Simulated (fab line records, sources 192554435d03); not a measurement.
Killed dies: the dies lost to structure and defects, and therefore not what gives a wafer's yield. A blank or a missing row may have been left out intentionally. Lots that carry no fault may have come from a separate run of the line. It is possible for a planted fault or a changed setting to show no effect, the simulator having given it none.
A lot that was struck, set against a sound lot -- flow n5_finfet -- 36 steps out of a route of 1938
Sound: the wafers L607.2, L607.3, L607.5. Struck: wafer L606.6 (left out: L606.2, L606.3 of the same lot, which were not struck); the cause appears at the end.
Each step with rows lists, per side, the tool, then ch with its chambers, then its first start. Under that, the readings that differ: sound wafers -- struck wafers -- difference of the means -- sigmas: that difference in standard deviations of wafers without a fault.
alike: readings whose means differ by less than 2 such deviations, and words and numbers that are the same on both sides. not compared: withheld readings, readings that some wafer has no value for, bounds like >300 that may hide the same value, and numbers for which the record gives no deviation and whose values overlap.
Wherever a step has rows on one side only, a row that says differs or no value, or a row with sigmas, the two part there. Numbers that have no deviation but don't overlap get no sigmas and don't part them. Lack of a reading on every wafer of one side parts them only where that side has two or more wafers.

first, 8 steps without rows for these wafers: N5_BEOL_M9_SPUTTER_48 (material Cu, target thk 12 nm, time 2 s); N5_BEOL_M9_ECD_50 (material Cu, target thk 318 nm); N5_BEOL_M9_ANNEAL_51 (time 90 s); N5_BEOL_M9_CMP_52 (polishes, stops on SiCOH lowk, t overpolish 7 s, target thk 140 nm); N5_BEOL_M9_PRE_CLEAN_55 (time 15 s); N5_BEOL_M9_DEP_56 (deposits SiCN from 3MS/NH3, target thk 15 nm, time 26.5 s); N5_BEOL_M10_ILD_DEP_00 (deposits SiCOH lowk from DEMS/porogen, target thk 308.51 nm, time 58 s); N5_BEOL_M10_CURE_71 (cures SiCOH lowk, time 240 s).
N5_BEOL_M10_PECVD_70: deposits SiO2 from TEOS/O2, target thk 20 nm, time 22.7 s.
  sound on pecvd-04 ch 0,2, day 11 04:40; struck on pecvd-04 ch 2, day 11 09:10
reading,sound,struck,difference,sigmas
model.SiO2_of_BEOL_M10_PECVD_70.thk_nm (nm),20 19.6 20.2,28.2,+8.3,
  alike: heater_power_w, rf_fwd_power_W, showerhead_plenum_p_Torr, throttle_valve_pct
  not compared: since_wet_clean_h
then, 24 steps without rows for these wafers: N5_BEOL_M10_HM_DEP_02 (deposits TiN, target thk 20 nm); N5_BEOL_M10_COAT_59 (time 60 s, resist thk 100 nm); N5_BEOL_M10_COAT_60 (time 60 s, resist thk 30 nm); N5_BEOL_M10_COAT_05 (resist thk 90 nm); N5_BEOL_M10_EBR_07; N5_BEOL_M10_SOFTBAKE_06 (time 60 s); N5_BEOL_M10_EXPOSE_08 (exposes mask M10); N5_BEOL_M10_PEB_09 (peb time 60 s); N5_BEOL_M10_DEVELOP_10 (develop time 30 s); N5_BEOL_M10_DESCUM_16 (chemistry O2, time 7.9 s); N5_BEOL_M10_ETCH_61 (etches SiARC in CF4, target depth 39 nm, time 65 s); N5_BEOL_M10_ETCH_62 (etches SOC in N2/H2, target depth 110 nm, overetch 22 nm, time 165 s); N5_BEOL_M10_STRIP_68 (strips in N2/H2); N5_BEOL_M10_STRIP_67 (strips in CF4); N5_BEOL_M10_HM_OPEN_17 (chemistry Cl2/BCl3, target TiN, target depth 20 nm, overetch 6 nm); N5_BEOL_M10_STRIP_19 (strips in O2); N5_BEOL_M10_COAT_63 (time 60 s, resist thk 100 nm); N5_BEOL_M10_COAT_64 (time 60 s, resist thk 30 nm); N5_BEOL_M10_COAT_22 (resist thk 90 nm); N5_BEOL_M10_EBR_24; N5_BEOL_M10_SOFTBAKE_23 (time 60 s); N5_BEOL_M10_EXPOSE_25 (exposes mask V9); N5_BEOL_M10_PEB_26 (peb time 60 s); N5_BEOL_M10_DEVELOP_27 (develop time 30 s).
N5_BEOL_M10_HM_STRIP_39: strips TiN in peroxide tin strip, target depth 25 nm, time 158 s.
  sound on wet_bench-01 ch 2,6,7, day 11 07:31; struck on wet_bench-06 ch 7, day 11 13:44
reading,sound,struck,difference,sigmas
model.SiO2_of_BEOL_M10_PECVD_70.thk_nm (nm),20 19.4 20,28,+8,
  alike: bath_heat_duty_pct
N5_BEOL_M10_CMP_52: polishes, stops on SiCOH lowk, t overpolish 7 s, target thk 140 nm.
  sound on cmp-02 ch 0,2, day 11 11:10; struck on cmp-03 ch 3, day 11 17:14
reading,sound,struck,difference,sigmas
barrier_field_endpoint_s (s),28.4 28.5 28.5,39.7,+11.2,+15
  alike: motor_current_A, platen_rpm
-- a jump in the record: the struck wafers' starts before and after are 2 days apart (it breaks off in module BEOL_M10 and resumes in module PASSIVATION, where the first step shown is number 1936 of the route) --
N5_PASSIVATION_PROBE_49:
  rows exist in the record for the struck wafers here (prober-02, day 13 18:14), but not for the sound ones

WHERE THEY PART
Last at N5_PASSIVATION_PROBE_49 as far as this record goes, first at N5_BEOL_M10_CMP_52.

WHY: whatever the simulator had introduced
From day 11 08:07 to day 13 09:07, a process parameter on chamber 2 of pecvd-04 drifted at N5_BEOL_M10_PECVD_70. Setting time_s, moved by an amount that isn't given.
